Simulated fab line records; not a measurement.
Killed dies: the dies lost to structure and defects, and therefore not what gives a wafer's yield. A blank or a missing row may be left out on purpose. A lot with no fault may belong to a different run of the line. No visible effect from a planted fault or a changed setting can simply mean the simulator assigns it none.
Matching of chambers + flow n5_finfet + N5_BEOL_M11_ETCH_65 on rie_diel-02 has 4 sister chambers
The step etches SiARC in CF4, target depth 39 nm, time 65 s. 4 wafers are shown with their chamber, then 10 later ones without.

## EACH WAFER AND ITS CHAMBER
| wafer  | chamber | showerhead_plenum_p_Torr (Torr) |
|--------|---------|---------------------------------|
| L079.2 | 0       | 1.99                            |
| L083.5 | 3       | 2.19                            |
| L091.2 | 2       | 2.06                            |
| L091.5 | 1       | 2.10                            |

## WAFERS WHOSE CHAMBER IS MISSING
| wafer  | showerhead_plenum_p_Torr (Torr) |
|--------|---------------------------------|
| L091.6 | 2.19                            |
| L093.2 | 2.10                            |
| L093.3 | 2.19                            |
| L093.4 | 2.06                            |
| L095.1 | 1.98                            |
| L095.2 | 2.10                            |
| L095.3 | 2.19                            |
| L095.4 | 2.06                            |
| L095.5 | 1.98                            |
| L095.6 | 2.19                            |

## WHICH CHAMBER EACH ONE RAN IN
| wafer  | from the rows above | in truth |
|--------|---------------------|----------|
| L091.6 | 3                   | 3        |
| L093.2 | 1                   | 1        |
| L093.3 | 3                   | 3        |
| L093.4 | 2                   | 2        |
| L095.1 | 0                   | 0        |
| L095.2 | 1                   | 1        |
| L095.3 | 3                   | 3        |
| L095.4 | 2                   | 2        |
| L095.5 | 0                   | 0        |
| L095.6 | 3                   | 3        |
Correct placement for 10 of the 10. Can't be placed from these rows: 0. Placed wrongly: 0.
How it was worked out, from the rows above alone: a wafer's distance from a chamber is the root of the sum, over the readings, of the square of ((its reading less the chamber's mean) divided by the reading's scatter). The wafer belongs to the nearest chamber; if the next one is less than 2 further off, it can't be placed. Each chamber's mean is taken over the wafers shown for it. The scatter: root of mean squared gap, hidden wafer to nearest shown wafer, with one shown wafer a chamber.
